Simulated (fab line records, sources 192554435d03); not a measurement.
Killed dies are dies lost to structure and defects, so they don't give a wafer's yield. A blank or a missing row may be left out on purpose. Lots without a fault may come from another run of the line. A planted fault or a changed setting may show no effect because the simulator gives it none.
Chamber matching | flow n5_finfet | N5_BEOL_M8_DESCUM_33 on rie_diel-04: 4 sister chambers
The step chemistry O2, time 7 s. 4 wafers are shown with their chamber, then 9 later ones without.

WAFERS WITH THEIR CHAMBER
wafer  | chamber | showerhead_plenum_p_Torr (Torr)
L080.1 | 0       | 2.06
L088.2 | 2       | 2.02
L088.3 | 1       | 2.04
L088.5 | 3       | 2.20

WAFERS WITHOUT THEIR CHAMBER
wafer  | showerhead_plenum_p_Torr (Torr)
L090.1 | 2.06
L090.3 | 2.02
L090.6 | 2.20
L094.2 | 2.04
L094.3 | 2.20
L094.4 | 2.05
L097.1 | 2.05
L097.4 | 2.02
L097.5 | 2.03

WHICH CHAMBER EACH WENT THROUGH
wafer  | from the rows above     | in truth
L090.1 | 0                       | 0
L090.3 | 2                       | 2
L090.6 | 3                       | 3
L094.2 | 1                       | 1
L094.3 | 3                       | 3
L094.4 | can't be placed: 1 or 0 | 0
L097.1 | can't be placed: 1 or 0 | 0
L097.4 | 2                       | 2
L097.5 | can't be placed: 2 or 1 | 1
Placed correctly: 6 of 9. Can't be placed from these rows: 3 (the true chamber is among the candidates in 3). Placed wrongly: 0.
How it was worked out, from the rows above alone: a wafer's distance from a chamber is the root of the sum, over the readings, of the square of ((its reading less the chamber's mean) divided by the reading's scatter). The wafer belongs to the nearest chamber; if the next one is less than 2 further off, it can't be placed. A chamber's mean is the mean of its shown wafers. The scatter: with one shown wafer a chamber, the root of the mean of the squares of how far each hidden wafer lies from its nearest shown one.
